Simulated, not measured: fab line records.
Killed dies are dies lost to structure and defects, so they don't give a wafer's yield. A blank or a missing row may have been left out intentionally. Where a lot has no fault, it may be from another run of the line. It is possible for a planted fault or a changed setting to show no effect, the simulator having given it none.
A lot that was struck, set against a sound lot || flow n5Finfet || 31 out of 1938 route steps
Sound: these wafers, L963.3, L963.4, L963.5. Struck: wafer L967.3 (left out: L967.1, L967.6 of the same lot, which were not struck); the cause appears at the end.
At each step with rows: each side's tool, then ch and its chambers, then its first start. Under that, the readings that differ: sound wafers || struck wafers || difference of the means || sigmas: that difference in standard deviations of wafers without a fault.
alike: words and numbers the same on both sides, and readings whose means are apart by under 2 such deviations; not compared: readings that were withheld, readings missing a value for some wafer, numbers with overlapping values and no deviation given by the record, and bounds like >300 which may hide the same value.
Wherever a step has rows on one side only, a row that says differs or no value, or a row with sigmas, the two part there. Non-overlapping numbers with no deviation appear without sigmas and do not part them. A reading missing from all wafers of one side parts the sides only when that side holds two or more wafers.

first, 7 steps without rows for these wafers: N5_BEOL_M10_COAT_60 (time 60 s, resist thk 30 nm); N5_BEOL_M10_COAT_05 (resist thk 90 nm); N5_BEOL_M10_EBR_07; N5_BEOL_M10_SOFTBAKE_06 (time 60 s); N5_BEOL_M10_EXPOSE_08 (exposes mask M10); N5_BEOL_M10_PEB_09 (peb time 60 s); N5_BEOL_M10_DEVELOP_10 (develop time 30 s).
N5_BEOL_M10_CD_MEAS_11 targets a cd of 64.1 nm.
  sound on cdSem-02 ch 0, day 11 12:53; struck on cdSem-02 ch 0, day 12 19:43
  alike: cdNm
N5_BEOL_M10_OVL_MEAS_12:
  sound on overlay-01 ch 0, day 11 12:55; struck on overlay-02 ch 0, day 12 19:45
  alike: M10_OVL
N5_BEOL_M10_INSPECT_13: inspects for defects (brightfield).
  sound on defectInspect-02 at day 11 12:56; struck on defectInspect-02 at day 12 19:46
  alike: rawDefectCount
N5_BEOL_M10_DESCUM_16: chemistry O2, time 7.9 s.
  sound on rieDiel-06 ch 1,2,3, day 11 13:02; struck on rieDiel-02 ch 3, day 12 19:56
  alike: drypumpMotorCurrentA, oesProductAu, rfVppV, showerheadPlenumPTorr, throttleValvePct
  not compared: rfHoursCounterH
N5_BEOL_M10_ETCH_61: etches SiARC in CF4, target depth 39 nm, time 65 s.
  sound on rieDiel-06 ch 1,2,3, day 11 13:04; struck on rieDiel-02 ch 3, day 12 19:58
  alike: drypumpMotorCurrentA, etchRfOnTimeS, mfcArSccm, oesProductAu, rfVppV, showerheadPlenumPTorr, throttleValvePct
  not compared: rfHoursCounterH
N5_BEOL_M10_ETCH_62: etches SOC in N2/H2, target depth 110 nm, overetch 22 nm, time 165 s.
  sound on rieDiel-06 ch 1,2,3, day 11 13:07; struck on rieDiel-02 ch 3, day 12 20:01
  alike: drypumpMotorCurrentA, oesProductAu, rfVppV, showerheadPlenumPTorr, throttleValvePct
  not compared: rfHoursCounterH
then, 1 step without rows for these wafers: N5_BEOL_M10_STRIP_68 (strips in N2/H2).
N5_BEOL_M10_STRIP_67: strips in CF4.
  sound on rieDiel-06 ch 1,2,3, day 11 13:16; struck on rieDiel-02 ch 3, day 12 20:10
  alike: drypumpMotorCurrentA, oesProductAu, rfVppV, showerheadPlenumPTorr, throttleValvePct
  not compared: rfHoursCounterH
N5_BEOL_M10_HM_OPEN_17: chemistry Cl2/BCl3, target TiN, target depth 20 nm, overetch 6 nm.
  sound on rieMetal-02 ch 0,1, day 11 13:20; struck on rieMetal-03 ch 1, day 12 20:12
  alike: drypumpMotorCurrentA, mfcArSccm, oes_ar_750_au, oesProductAu, throttleValvePct
  not compared: rfHoursCounterH
N5_BEOL_M10_STRIP_19: strips in O2.
  sound on rieDiel-06 ch 2,3, day 11 13:25; struck on rieDiel-06 ch 0, day 12 20:19
  alike: drypumpMotorCurrentA, oesProductAu, rfVppV, showerheadPlenumPTorr, throttleValvePct
  not compared: rfHoursCounterH
N5_BEOL_M10_CD_MEAS_18: pitch 140 nm, target cd 70 nm.
  sound on cdSem-03 at day 11 13:30; struck on cdSem-03 at day 12 20:23
  alike: cdNm
then, 8 steps without rows for these wafers: N5_BEOL_M10_COAT_63 (time 60 s, resist thk 100 nm); N5_BEOL_M10_COAT_64 (time 60 s, resist thk 30 nm); N5_BEOL_M10_COAT_22 (resist thk 90 nm); N5_BEOL_M10_EBR_24; N5_BEOL_M10_SOFTBAKE_23 (time 60 s); N5_BEOL_M10_EXPOSE_25 (exposes mask V9); N5_BEOL_M10_PEB_26 (peb time 60 s); N5_BEOL_M10_DEVELOP_27 (develop time 30 s).
N5_BEOL_M10_CD_MEAS_28 targets a cd of 70 nm.
  sound on cdSem-03 ch 0, day 11 14:47; struck on cdSem-01 ch 0, day 13 00:11
  alike: cdNm
N5_BEOL_M10_OVL_MEAS_29:
  sound on overlay-02 ch 0, day 11 14:48; struck on overlay-01 ch 0, day 13 00:13
  alike: V9_OVL
N5_BEOL_M10_INSPECT_30: inspects for defects (brightfield).
  sound on defectInspect-01 at day 11 14:50; struck on defectInspect-02 at day 13 00:15
{"reading": "rawDefectCount", "sound": "409 350 284", "struck": 981, "difference": "+633", "sigmas": "+7"}
then, 1 step without rows for these wafers: N5_BEOL_M10_DESCUM_33 (chemistry O2, time 7.9 s).
-- here the record skips 2 days between the struck wafers' starts before and after, leaving off in module BEOL_M10 and picking up in module PASSIVATION (first step shown: number 1936 of the route) --
N5_PASSIVATION_PROBE_49:
  sound on prober-02 at day 13 14:40; struck on prober-02 at day 15 04:03
{"reading": "defectLimitedYield (%)", "sound": "91.2 90.3 91.5", "struck": 84.0, "difference": -7.0, "sigmas": -5}
{"reading": "killed_at_M4_up", "sound": "27 13 13", "struck": 108, "difference": "+90", "sigmas": "+15"}
{"reading": "killedDies", "sound": "104 115 100", "struck": 189, "difference": "+83", "sigmas": "+5"}
{"reading": "killedOnRim", "sound": "13 12 11", "struck": 29, "difference": "+17", "sigmas": "+5"}
{"reading": "sort_bin_5_function (%)", "sound": "5.5 4.9 4.3", "struck": 9.9, "difference": "+5.0", "sigmas": "+5"}
{"reading": "sortNPass", "sound": "1076 1065 1080", "struck": 991, "difference": -83, "sigmas": -5}
{"reading": "sortYieldPct (%)", "sound": "91.2 90.3 91.5", "struck": 84.0, "difference": -7.0, "sigmas": -5}
  alike: killed_at_M0_to_M3, killedAtContacts, killedAtFrontEnd, killedAtOther, killedOpen, killedShort, sort_bin_6_memory

## WHERE THEY PART
Earliest at N5_BEOL_M10_INSPECT_30; latest, in this record, at N5_PASSIVATION_PROBE_49.

WHY: whatever the simulator had introduced
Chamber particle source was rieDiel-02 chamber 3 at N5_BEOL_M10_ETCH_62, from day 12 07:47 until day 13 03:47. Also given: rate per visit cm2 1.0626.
